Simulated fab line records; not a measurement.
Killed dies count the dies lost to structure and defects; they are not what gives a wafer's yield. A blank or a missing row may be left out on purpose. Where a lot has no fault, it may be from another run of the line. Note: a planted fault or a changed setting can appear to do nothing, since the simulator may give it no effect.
fab line records	flow n5_finfet
record lots=7	wafers=21
route steps=1938 shown WELL_APT@24 PMOS_HMC_CHANNEL_EPI@57 FIN_CUT@154 DUMMY_GATE@220
start_h: start of the lot's first displayed wafer, in hours after the record's first day	wait_h: hours since the lot's step before	" unchanged from the row above	L1.1+2: one row covering several wafers at once	- no value present, or no start provided	* or withheld: withheld	< > ~ a bound
route shown NAME@n: a module of which the file shows steps, and the number in the route of the first	usual: mean/standard deviation of fault-free wafers	same: alike in all rows	chamber/n: place in a boat	sites: each site's reading	_std_site: the values' standard deviation	_edge_site: the outer-site mean with the inner-site mean subtracted	radius_mm: how far each site lies from the wafer's centre	mask NAME#n: copy n	behind: tool/chamber where the wafer was last shaped	hold: cause of the lot's hold/its duration in hours/its outcome	device: the n, p or np transistor that did not switch	end of line: at the end of the route, the tests of the same wafers	a step given without rows: its recipe and nothing more	killed: at the first sort, the dies lost to defects and structure; wafer yield is something else	map: shows each die of a wafer: x if killed, . if not, _ if none is there
set.NAME: the setting that was run; set.NAME@STEP: the one run at that earlier step	model.NAME: the simulator's own value behind a step, which no gauge read
lots whose settings were changed on purpose; a table a step, a row a wafer
## steps
# step N5_WELL_APT_EXPOSE_05
# recipe mask_id=NWELL	na=0.8	source_shape=conventional	sigma_outer=0.8	polarization=unpolarized	defocus_nm=0	target_cd_nm=200	dose_mj=20.3
lot.wafer	tool	chamber	start_h	wait_h	mask	set.dose_mj
L075.2	krf_scanner-02	0	19.90	-	NWELL#0	21.05
L075.3+6	"	0	"	"	NWELL#0	20.3
L079.1+2	krf_scanner-01	0	43.40	-	NWELL#0	19.38
L079.5	"	0	"	"	NWELL#0	20.3
L085.1	krf_scanner-02	0	79.64	-	NWELL#0	20.3
L085.4+5	"	0	"	"	NWELL#0	21.71
L087.2+5+6	krf_scanner-01	0	91.67	-	NWELL#0	20.3
L088.2+4+5	krf_scanner-01	0	97.39	-	NWELL#0	20.3
L092.1+2+5	krf_scanner-02	0	122.46	-	NWELL#0	20.3
L097.2	krf_scanner-02	0	151.39	-	NWELL#0	21.02
L097.3+4	"	0	"	"	NWELL#0	20.3
# step N5_WELL_APT_DEVELOP_07
# recipe develop_time_s=45	rinse_liquid=surfactant_rinse	dry=air_spin	dev_temp_c=21
lot.wafer	tool	chamber	start_h	wait_h	set.develop_time_s
L075.2+3+6	litho_track-01	0	-	-	45
L079.1+2+5	litho_track-03	0	-	-	45
L085.1+4+5	litho_track-02	0	-	-	45
L087.2+5+6	litho_track-01	0	-	-	45
L088.2	litho_track-01	0	-	-	38.86
L088.4+5	"	0	"	"	45
L092.1	litho_track-03	0	-	-	53.84
L092.2+5	"	0	"	"	45
L097.2+4	litho_track-01	0	-	-	45
L097.3	"	0	"	"	48.26
# step N5_WELL_APT_HARDBAKE_12
# recipe temp_c=130	time_s=120
# step N5_WELL_APT_CD_MEAS_08
# recipe target_cd_nm=200	landing_energy_ev=500	detector=se_inlens
# usual cd_nm=199.3/1.7
lot.wafer	tool	chamber	start_h	wait_h	set.dose_mj@WELL_APT_EXPOSE_05	cd_nm
L075.2	cd_sem-03	0	20.07	-	21.05	202.8
L075.3	"	0	"	"	20.3	197.7
L075.6	"	0	"	"	20.3	199.7
L079.1	cd_sem-01	0	43.57	-	19.38	191.2
L079.2	"	0	"	"	19.38	192.4
L079.5	"	0	"	"	20.3	199.0
L085.1	cd_sem-02	0	79.81	-	20.3	201.6
L085.4	"	0	"	"	21.71	208.8
L085.5	"	0	"	"	21.71	210.5
L087.2	cd_sem-01	0	91.84	-	20.3	200.6
L087.5	"	0	"	"	20.3	198.1
L087.6	"	0	"	"	20.3	197.5
L088.2	cd_sem-02	0	97.56	-	20.3	200.2
L088.4	"	0	"	"	20.3	199.7
L088.5	"	0	"	"	20.3	197.7
L092.1	cd_sem-02	0	122.63	-	20.3	200.5
L092.2	"	0	"	"	20.3	199.8
L092.5	"	0	"	"	20.3	200.0
L097.2	cd_sem-01	0	151.56	-	21.02	204.1
L097.3	"	0	"	"	20.3	197.8
L097.4	"	0	"	"	20.3	196.0
# step N5_WELL_APT_DESCUM_13
# recipe chemistry=O2	time_s=7.9	source_power_w=50	bias_power_w=20	pressure_mtorr=20	rf_frequency_hz=2.712e+07	temp_c=40	o2_flow_sccm=225
lot.wafer	tool	chamber	start_h	wait_h	set.dose_mj@WELL_APT_EXPOSE_05	model.WELL_APT.cd_nm
L075.2	rie_diel-05	2	20.16	0.0	21.05	202.6
L075.3	"	0	"	"	20.3	197.6
L075.6	"	1	"	"	20.3	199.8
L079.1	rie_diel-04	1	43.66	0.0	19.38	191
L079.2	"	0	"	"	19.38	192.5
L079.5	"	0	"	"	20.3	199.1
L085.1	rie_diel-04	1	79.90	0.0	20.3	201.4
L085.4	"	0	"	"	21.71	208.6
L085.5	"	3	"	"	21.71	210.3
L087.2	rie_diel-04	2	91.93	0.0	20.3	200.9
L087.5	"	0	"	"	20.3	197.9
L087.6	"	3	"	"	20.3	196.9
L088.2	rie_diel-01	2	97.86	0.2	20.3	200.4
L088.4	"	3	"	"	20.3	199.4
L088.5	"	3	"	"	20.3	198
L092.1	rie_diel-01	2	122.72	0.0	20.3	200.6
L092.2	"	3	"	"	20.3	199.8
L092.5	"	2	"	"	20.3	200.2
L097.2	rie_diel-04	0	152.07	0.5	21.02	204.1
L097.3	"	3	"	"	20.3	197.3
L097.4	"	2	"	"	20.3	196.4
# step N5_PMOS_HMC_CHANNEL_EPI_HM_DEP_34
# recipe material=SiO2	target_thk_a=360	temp_c=400	precursor=TEOS/O2	pressure_torr=6.5	rf_w=900	teos_flow_sccm=161.4	gas=O2	flow_sccm=2650	time_s=6.9
lot.wafer	tool	chamber	start_h	wait_h	set.time_s	model.SiO2_of_PMOS_HMC_CHANNEL_EPI_HM_DEP_34.thk_nm
L075.2	pecvd-03	0	23.07	0.0	5.953	31.56
L075.3	"	1	"	"	5.953	31.92
L075.6	"	1	"	"	6.9	36.65
L079.1	pecvd-01	1	46.67	0.0	6.603	34.49
L079.2	"	0	"	"	6.9	35.8
L079.5	"	1	"	"	6.9	36.3
L085.1	pecvd-01	2	82.94	0.0	6.9	34.82
L085.4	"	2	"	"	6.9	35.2
L085.5	"	0	"	"	6.171	31.87
L087.2	pecvd-02	0	95.00	0.0	6.9	35.45
L087.5	"	0	"	"	6.9	36.07
L087.6	"	1	"	"	6.9	36.37
L088.2	pecvd-03	2	100.86	0.0	6.9	35.8
L088.4	"	1	"	"	7.448	39.24
L088.5	"	0	"	"	6.9	36.84
L092.1	pecvd-01	2	125.69	0.0	6.9	35.07
L092.2	"	0	"	"	6.494	33.29
L092.5	"	2	"	"	6.9	36.36
L097.2	pecvd-01	0	155.14	0.0	5.996	30.75
L097.3	"	1	"	"	6.9	35.27
L097.4	"	2	"	"	5.996	30.8
# step N5_PMOS_HMC_CHANNEL_EPI_PEB_07
# recipe peb_temp_c=110	peb_time_s=60	resist=CAR-ArF-block
lot.wafer	tool	chamber	start_h	wait_h	set.peb_temp_c
L075.2+3+6	litho_track-04	0	23.42	0.0	110
L079.1+5	litho_track-05	0	46.89	0.1	110
L079.2	"	0	"	"	111.2
L085.1	litho_track-04	0	83.28	0.1	110
L085.4+5	"	0	"	"	108.7
L087.2+5+6	litho_track-02	0	95.21	0.0	110
L088.2+4+5	litho_track-04	0	101.19	0.0	110
L092.1+2+5	litho_track-02	0	126.03	0.1	109
L097.2	litho_track-02	0	155.35	0.0	112.3
L097.3+4	"	0	"	"	110
# step N5_PMOS_HMC_CHANNEL_EPI_DEVELOP_08
# recipe develop_time_s=30	developer=TMAH	resist=CAR-ArF-block	dev_temp_c=23	rinse_liquid=diw	dry=air_spin
# step N5_PMOS_HMC_CHANNEL_EPI_CD_MEAS_09
# recipe target_cd_nm=237.4	landing_energy_ev=500	detector=se_inlens
# usual cd_nm=238.1/1.5
lot.wafer	tool	chamber	start_h	wait_h	set.peb_temp_c@PMOS_HMC_CHANNEL_EPI_PEB_07	cd_nm
L075.2	cd_sem-03	0	23.49	-	110	236.0
L075.3	"	0	"	"	110	236.8
L075.6	"	0	"	"	110	237.3
L079.1	cd_sem-02	0	46.96	-	110	239.8
L079.2	"	0	"	"	111.2	242.5
L079.5	"	0	"	"	110	237.5
L085.1	cd_sem-02	0	83.34	-	110	235.1
L085.4	"	0	"	"	108.7	231.7
L085.5	"	0	"	"	108.7	231.8
L087.2	cd_sem-01	0	95.28	-	110	239.2
L087.5	"	0	"	"	110	239.2
L087.6	"	0	"	"	110	240.7
L088.2	cd_sem-02	0	101.26	-	110	236.9
L088.4	"	0	"	"	110	236.2
L088.5	"	0	"	"	110	236.5
L092.1	cd_sem-03	0	126.10	-	109	234.8
L092.2	"	0	"	"	109	236.3
L092.5	"	0	"	"	109	235.5
L097.2	cd_sem-03	0	155.42	-	112.3	245.2
L097.3	"	0	"	"	110	238.9
L097.4	"	0	"	"	110	239.4
# step N5_PMOS_HMC_CHANNEL_EPI_DESCUM_14
# recipe chemistry=O2	time_s=7.9	source_power_w=50	bias_power_w=20	pressure_mtorr=20	rf_frequency_hz=2.712e+07	temp_c=40	resist=CAR-ArF-block	o2_flow_sccm=225
lot.wafer	tool	chamber	start_h	wait_h	set.peb_temp_c@PMOS_HMC_CHANNEL_EPI_PEB_07	model.PMOS_HMC_CHANNEL_EPI.cd_nm
L075.2	rie_diel-02	3	23.61	0.1	110	236.3
L075.3	"	0	"	"	110	236.5
L075.6	"	2	"	"	110	237.7
L079.1	rie_diel-03	2	47.58	0.6	110	239.3
L079.2	"	1	"	"	111.2	242.4
L079.5	"	1	"	"	110	237.7
L085.1	rie_diel-06	0	83.70	0.3	110	235.2
L085.4	"	1	"	"	108.7	232.2
L085.5	"	3	"	"	108.7	232
L087.2	rie_diel-06	1	95.37	0.0	110	239.3
L087.5	"	1	"	"	110	239.1
L087.6	"	2	"	"	110	240.6
L088.2	rie_diel-03	3	101.35	0.0	110	236.7
L088.4	"	0	"	"	110	236.9
L088.5	"	1	"	"	110	236.5
L092.1	rie_diel-03	1	126.19	0.0	109	234.8
L092.2	"	2	"	"	109	236.3
L092.5	"	0	"	"	109	235.9
L097.2	rie_diel-03	2	155.50	0.0	112.3	244.9
L097.3	"	0	"	"	110	239.1
L097.4	"	1	"	"	110	239.5
# step N5_PMOS_HMC_CHANNEL_EPI_ETCH_32
# recipe chemistry=N2/H2	target=BARC	stop_on=SiO2	target_depth_a=858	over_etch_frac=0.3	time_s=50.3	ion_energy_ev=200	mask_material=CAR-ArF-block	pressure_mtorr=30	source_w=840	bias_w=150	n2_flow_sccm=200	h2_flow_sccm=200
lot.wafer	tool	chamber	start_h	wait_h	set.peb_temp_c@PMOS_HMC_CHANNEL_EPI_PEB_07	model.PMOS_HMC_CHANNEL_EPI.cd_nm
L075.2	rie_diel-02	3	23.64	0.0	110	238.6
L075.3	"	0	"	"	110	238.5
L075.6	"	2	"	"	110	240.4
L079.1	rie_diel-03	2	47.61	0.0	110	240.9
L079.2	"	1	"	"	111.2	243.6
L079.5	"	1	"	"	110	239.2
L085.1	rie_diel-06	0	83.73	0.0	110	238.4
L085.4	"	1	"	"	108.7	234.9
L085.5	"	3	"	"	108.7	236.3
L087.2	rie_diel-06	1	95.40	0.0	110	242.7
L087.5	"	1	"	"	110	242.6
L087.6	"	2	"	"	110	243.2
L088.2	rie_diel-03	3	101.38	0.0	110	239.2
L088.4	"	0	"	"	110	238.4
L088.5	"	1	"	"	110	239.6
L092.1+5	rie_diel-03	1,0	126.22	0.0	109	237.6
L092.2	"	2	"	"	109	238.5
L097.2	rie_diel-03	2	155.54	0.0	112.3	248.1
L097.3	"	0	"	"	110	239.8
L097.4	"	1	"	"	110	241.1
# step N5_FIN_CUT_COAT_18
# recipe resist=SOC	temp_c=250	time_s=60	spin_rpm=1500	resist_thk_nm=230
lot.wafer	tool	chamber	start_h	wait_h	set.spin_rpm	model.SOC_of_FIN_CUT_COAT_18.thk_nm
L075.2	litho_track-01	0	33.40	0.0	1576	225.4
L075.3	"	0	"	"	1500	230.6
L075.6	"	0	"	"	1576	225.2
L079.1	litho_track-01	0	57.18	0.0	1500	229.8
L079.2	"	0	"	"	1500	230.2
L079.5	"	0	"	"	1500	230
L085.1	litho_track-02	0	92.68	0.0	1500	229.6
L085.4+5	"	0	"	"	1376	239.4
L087.2+6	litho_track-04	0	104.91	0.0	1500	230.4
L087.5	"	0	"	"	1500	230.6
L088.2	litho_track-04	0	110.09	0.0	1553	226.8
L088.4	"	0	"	"	1500	230.2
L088.5	"	0	"	"	1553	227.2
L092.1	litho_track-02	0	134.68	0.0	1500	229.8
L092.2	"	0	"	"	1340	243.6
L092.5	"	0	"	"	1340	242.8
L097.2	litho_track-02	0	164.54	0.0	1500	230
L097.3	"	0	"	"	1560	226
L097.4	"	0	"	"	1500	230.8
# step N5_FIN_CUT_COAT_19
# recipe resist=SiARC	temp_c=220	time_s=60	spin_rpm=1500	resist_thk_nm=20
# step N5_FIN_CUT_COAT_29
# recipe resist=underlayer	temp_c=205	time_s=60	spin_rpm=1500	resist_thk_nm=10
# step N5_FIN_CUT_ETCH_30
# recipe chemistry=N2/H2	target=underlayer	target_depth_a=130	mask_material=CAR-EUV	time_s=10.4	ion_energy_ev=200	pressure_mtorr=30	source_w=840	bias_w=150	n2_flow_sccm=200	h2_flow_sccm=200	ends=cleared
# step N5_FIN_CUT_ETCH_20
# recipe chemistry=CF4	target=SiARC	target_depth_a=260	mask_material=CAR-EUV	time_s=43.3	ion_energy_ev=80	pressure_mtorr=40	source_w=545	bias_w=36	Ar_flow_sccm=100	cf4_flow_sccm=100	ends=cleared
# step N5_FIN_CUT_ETCH_21
# recipe chemistry=N2/H2	target=SOC	target_depth_a=2190	overetch_a=438	mask_material=SiARC	temp_c=40	ion_energy_ev=100	bias_w=61	time_s=523.5	pressure_mtorr=30	source_w=850	n2_flow_sccm=200	h2_flow_sccm=200
lot.wafer	tool	chamber	start_h	wait_h	set.spin_rpm@FIN_CUT_COAT_18	model.etch.depth_nm
L075.2+6	rie_diel-03	1,0	34.01	0.0	1576	225.3
L075.3	"	2	"	"	1500	230.6
L079.1	rie_diel-06	3	57.67	0.0	1500	229.9
L079.2	"	1	"	"	1500	230.3
L079.5	"	0	"	"	1500	230
L085.1	rie_diel-03	0	93.18	0.0	1500	229.5
L085.4	"	1	"	"	1376	239.4
L085.5	"	0	"	"	1376	239.3
L087.2	rie_diel-03	3	105.82	0.0	1500	230.4
L087.5	"	0	"	"	1500	230.7
L087.6	"	3	"	"	1500	230.5
L088.2	rie_diel-03	3	110.57	0.0	1553	226.9
L088.4	"	2	"	"	1500	230.3
L088.5	"	3	"	"	1553	227.2
L092.1	rie_diel-02	0	135.29	0.0	1500	229.8
L092.2	"	1	"	"	1340	243.6
L092.5	"	1	"	"	1340	242.7
L097.2	rie_diel-02	3	165.03	0.0	1500	230.1
L097.3	"	1	"	"	1560	226
L097.4	"	0	"	"	1500	230.9
# step N5_FIN_CUT_STRIP_23
# recipe chemistry=N2/H2	temp_c=40	n2_flow_sccm=200	h2_flow_sccm=200	rf_frequency_hz=6e+07
# step N5_FIN_CUT_STRIP_31
# recipe chemistry=N2/H2	temp_c=40	n2_flow_sccm=200	h2_flow_sccm=200	rf_frequency_hz=6e+07
# step N5_FIN_CUT_STRIP_24
# recipe chemistry=CF4	resist=SiARC	power_w=300	bias_power_w=75	pressure_mtorr=50	cf4_flow_sccm=150	rf_frequency_hz=6e+07
# step N5_FIN_CUT_CUT_ETCH_26
# recipe chemistry=CH3F/O2	target=SiNx	target_depth_a=390	mask_material=SOC	time_s=55.7	pressure_mtorr=30	source_w=395	bias_w=73	Ar_flow_sccm=150	CH3F_flow_sccm=30	O2_flow_sccm=20	ion_energy_ev=120
lot.wafer	tool	chamber	start_h	wait_h	set.spin_rpm@FIN_CUT_COAT_18	model.SOC_of_FIN_CUT_COAT_18.thk_nm
L075.2	rie_diel-03	1	34.35	0.0	1576	207
L075.3	"	2	"	"	1500	211.8
L075.6	"	0	"	"	1576	207.2
L079.1+2	rie_diel-06	3,1	58.01	0.0	1500	211.4
L079.5	"	0	"	"	1500	212
L085.1	rie_diel-03	0	93.52	0.0	1500	211.6
L085.4	"	1	"	"	1376	221.2
L085.5	"	0	"	"	1376	221.4
L087.2+6	rie_diel-03	3	106.17	0.0	1500	211.8
L087.5	"	0	"	"	1500	212.6
L088.2	rie_diel-03	3	110.92	0.0	1553	208.2
L088.4	"	2	"	"	1500	211.8
L088.5	"	3	"	"	1553	208.4
L092.1	rie_diel-02	0	135.63	0.0	1500	211.8
L092.2	"	1	"	"	1340	224.4
L092.5	"	1	"	"	1340	223.4
L097.2	rie_diel-02	3	165.37	0.0	1500	212.4
L097.3	"	1	"	"	1560	206.8
L097.4	"	0	"	"	1500	212.6
# step N5_DUMMY_GATE_HM_DEP_06
# recipe material=SiNx	target_thk_a=800	precursor=DCS/NH3	temp_c=700	pressure_mtorr=300	time_s=5141
lot.wafer	tool	chamber	start_h	wait_h	set.time_s	model.SiNx_of_DUMMY_GATE_HM_DEP_06.thk_nm
L075.2	-	-	-	3.6	4625	71.8
L075.3	"	-	"	"	4625	71.2
L075.6	"	-	"	"	4625	70.6
L079.1+2	-	-	-	0.0	4590	71.2
L079.5	"	-	"	"	4590	71.8
L085.1	-	-	-	0.0	5350	82
L085.4	"	-	"	"	5350	82.4
L085.5	"	-	"	"	5350	82.6
L087.2	lpcvd-01	1/70	119.82	0.0	5141	80.8
L087.5+6	"	1/84,1/89	"	"	5141	80.2
L088.2	-	-	-	0.0	4753	73.2
L088.4	"	-	"	"	4753	73
L088.5	"	-	"	"	4753	73.4
L092.1	-	-	-	0.0	5141	80.6
L092.2	"	-	"	"	5141	81
L092.5	"	-	"	"	5141	80.8
L097.2+3	-	-	-	3.6	4928	77.2
L097.4	"	-	"	"	4928	76.8
# step N5_DUMMY_GATE_COAT_09
# recipe resist=CAR-EUV	spin_rpm=1500	resist_thk_nm=30
lot.wafer	tool	chamber	start_h	wait_h	set.spin_rpm	model.CAR-EUV_of_DUMMY_GATE_COAT_09.thk_nm
L075.2+3	litho_track-05	0	-	-	1500	30
L075.6	"	0	"	"	1345	31.8
L079.1+5	litho_track-05	0	-	-	1500	30
L079.2	"	0	"	"	1342	31.8
L085.1+4+5	litho_track-04	0	-	-	1661	28.6
L087.2+5+6	litho_track-05	0	-	-	1500	30
L088.2	litho_track-05	0	-	-	1557	29.4
L088.4+5	"	0	"	"	1500	30
L092.1	litho_track-04	0	-	-	1500	30.2
L092.2+5	"	0	"	"	1500	30
L097.2	litho_track-04	0	-	-	1500	30
L097.3+4	"	0	"	"	1557	29.4
# step N5_DUMMY_GATE_EBR_11
# recipe solvent=PGMEA	ebr_width_mm=1.5
# step N5_DUMMY_GATE_SOFTBAKE_10
# recipe temp_c=110	time_s=60	resist=CAR-EUV
# step N5_DUMMY_GATE_EXPOSE_12
# recipe mask_id=GATE	na=0.33	source_shape=annular	sigma_inner=0.2	sigma_outer=0.6	polarization=unpolarized	target_cd_nm=25	dose_mj=34
# step N5_DUMMY_GATE_PEB_13
# recipe peb_temp_c=100	peb_time_s=60	resist=CAR-EUV
# step N5_DUMMY_GATE_DEVELOP_14
# recipe develop_time_s=30	developer=TMAH	resist=CAR-EUV	rinse_liquid=surfactant_rinse	dry=air_spin	dev_temp_c=23
lot.wafer	tool	chamber	start_h	wait_h	set.spin_rpm@DUMMY_GATE_COAT_09	model.CAR-EUV_of_DUMMY_GATE_COAT_09.thk_nm
L075.2+3	litho_track-03	0	-	-	1500	29.6
L075.6	"	0	"	"	1345	31.2
L079.1+5	litho_track-04	0	-	-	1500	29.6
L079.2	"	0	"	"	1342	31.2
L085.1+4+5	litho_track-05	0	-	-	1661	28.2
L087.2+5+6	litho_track-03	0	-	-	1500	29.4
L088.2	litho_track-05	0	-	-	1557	28.8
L088.4+5	"	0	"	"	1500	29.4
L092.1+2+5	litho_track-03	0	-	-	1500	29.6
L097.2	litho_track-04	0	-	-	1500	29.4
L097.3	"	0	"	"	1557	28.8
L097.4	"	0	"	"	1557	29
# step N5_DUMMY_GATE_DESCUM_20
# recipe chemistry=O2	time_s=6.2	source_power_w=50	bias_power_w=20	pressure_mtorr=20	rf_frequency_hz=2.712e+07	temp_c=40	resist=CAR-EUV	o2_flow_sccm=225
lot.wafer	tool	chamber	start_h	wait_h	set.spin_rpm@DUMMY_GATE_COAT_09	model.CAR-EUV_of_DUMMY_GATE_COAT_09.thk_nm
L075.2	rie_diel-02	1	59.09	0.0	1500	26.4
L075.3	"	3	"	"	1500	26.6
L075.6	"	3	"	"	1345	28.2
L079.1	rie_diel-06	0	78.19	0.3	1500	26.6
L079.2	"	2	"	"	1342	28.2
L079.5	"	2	"	"	1500	26.4
L085.1+4+5	rie_diel-03	0,2,3	112.61	0.0	1661	25
L087.2+5+6	rie_diel-06	2,1,2	124.44	0.2	1500	26.4
L088.2	rie_diel-03	2	129.44	0.0	1557	25.8
L088.4+5	"	0,2	"	"	1500	26.4
L092.1	rie_diel-06	1	153.90	0.0	1500	26.6
L092.2+5	"	3	"	"	1500	26.4
L097.2	rie_diel-02	0	186.94	0.0	1500	26.4
L097.3+4	"	3,1	"	"	1557	25.8
# step N5_DUMMY_GATE_ETCH_29
# recipe chemistry=N2/H2	target=underlayer	target_depth_a=130	ion_energy_ev=200	pressure_mtorr=30	source_w=840	bias_w=150	n2_flow_sccm=200	h2_flow_sccm=200
lot.wafer	tool	chamber	start_h	wait_h	set.spin_rpm@DUMMY_GATE_COAT_09	model.CAR-EUV_of_DUMMY_GATE_COAT_09.thk_nm
L075.2	rie_diel-02	1	59.16	0.0	1500	18.4
L075.3	"	3	"	"	1500	19.2
L075.6	"	3	"	"	1345	21.2
L079.1+5	rie_diel-06	0,2	78.25	0.0	1500	19.2
L079.2	"	2	"	"	1342	20.8
L085.1	rie_diel-03	0	112.67	0.0	1661	17.8
L085.4	"	2	"	"	1661	17.4
L085.5	"	3	"	"	1661	17.2
L087.2+5+6	rie_diel-06	2,1,2	124.50	0.0	1500	19
L088.2	rie_diel-03	2	129.51	0.0	1557	18.2
L088.4	"	0	"	"	1500	19.4
L088.5	"	2	"	"	1500	18.8
L092.1	rie_diel-06	1	153.97	0.0	1500	19.2
L092.2+5	"	3	"	"	1500	19
L097.2	rie_diel-02	0	187.00	0.0	1500	19.2
L097.3	"	3	"	"	1557	18.8
L097.4	"	1	"	"	1557	18
## key
split step=N5_WELL_APT_EXPOSE_05	setting=dose_mj	stated=20.3	by=wafer
response step=N5_WELL_APT_CD_MEAS_08	reading=cd_nm	change=+1.36	per=1%	r=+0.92
response step=N5_WELL_APT_DESCUM_13	reading=model.WELL_APT.cd_nm	change=+1.37	per=1%	r=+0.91
split step=N5_WELL_APT_DEVELOP_07	setting=develop_time_s	stated=45	by=wafer
response none clear
split step=N5_PMOS_HMC_CHANNEL_EPI_HM_DEP_34	setting=time_s	stated=6.9	by=wafer
response step=N5_PMOS_HMC_CHANNEL_EPI_HM_DEP_34	reading=model.SiO2_of_PMOS_HMC_CHANNEL_EPI_HM_DEP_34.thk_nm	change=+0.347	per=1%	r=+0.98
split step=N5_PMOS_HMC_CHANNEL_EPI_PEB_07	setting=peb_temp_c	stated=110	by=wafer
response step=N5_PMOS_HMC_CHANNEL_EPI_CD_MEAS_09	reading=cd_nm	change=+2.98	per=1%	r=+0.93
response step=N5_PMOS_HMC_CHANNEL_EPI_DESCUM_14	reading=model.PMOS_HMC_CHANNEL_EPI.cd_nm	change=+2.83	per=1%	r=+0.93
response step=N5_PMOS_HMC_CHANNEL_EPI_ETCH_32	reading=model.PMOS_HMC_CHANNEL_EPI.cd_nm	change=+3.32	per=1%	r=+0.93
split step=N5_FIN_CUT_COAT_18	setting=spin_rpm	stated=1500	by=wafer
response step=N5_FIN_CUT_COAT_18	reading=model.SOC_of_FIN_CUT_COAT_18.thk_nm	change=-1.18	per=1%	r=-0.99
response step=N5_FIN_CUT_ETCH_21	reading=model.etch.depth_nm	change=-1.19	per=1%	r=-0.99
response step=N5_FIN_CUT_CUT_ETCH_26	reading=model.SOC_of_FIN_CUT_COAT_18.thk_nm	change=-1.14	per=1%	r=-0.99
split step=N5_DUMMY_GATE_HM_DEP_06	setting=time_s	stated=5141	by=lot
response step=N5_DUMMY_GATE_HM_DEP_06	reading=model.SiNx_of_DUMMY_GATE_HM_DEP_06.thk_nm	change=+0.825	per=1%	r=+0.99
split step=N5_DUMMY_GATE_COAT_09	setting=spin_rpm	stated=1500	by=wafer
response step=N5_DUMMY_GATE_COAT_09	reading=model.CAR-EUV_of_DUMMY_GATE_COAT_09.thk_nm	change=-0.171	per=1%	r=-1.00
response step=N5_DUMMY_GATE_DEVELOP_14	reading=model.CAR-EUV_of_DUMMY_GATE_COAT_09.thk_nm	change=-0.152	per=1%	r=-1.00
response step=N5_DUMMY_GATE_DESCUM_20	reading=model.CAR-EUV_of_DUMMY_GATE_COAT_09.thk_nm	change=-0.162	per=1%	r=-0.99
response step=N5_DUMMY_GATE_ETCH_29	reading=model.CAR-EUV_of_DUMMY_GATE_COAT_09.thk_nm	change=-0.195	per=1%	r=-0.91
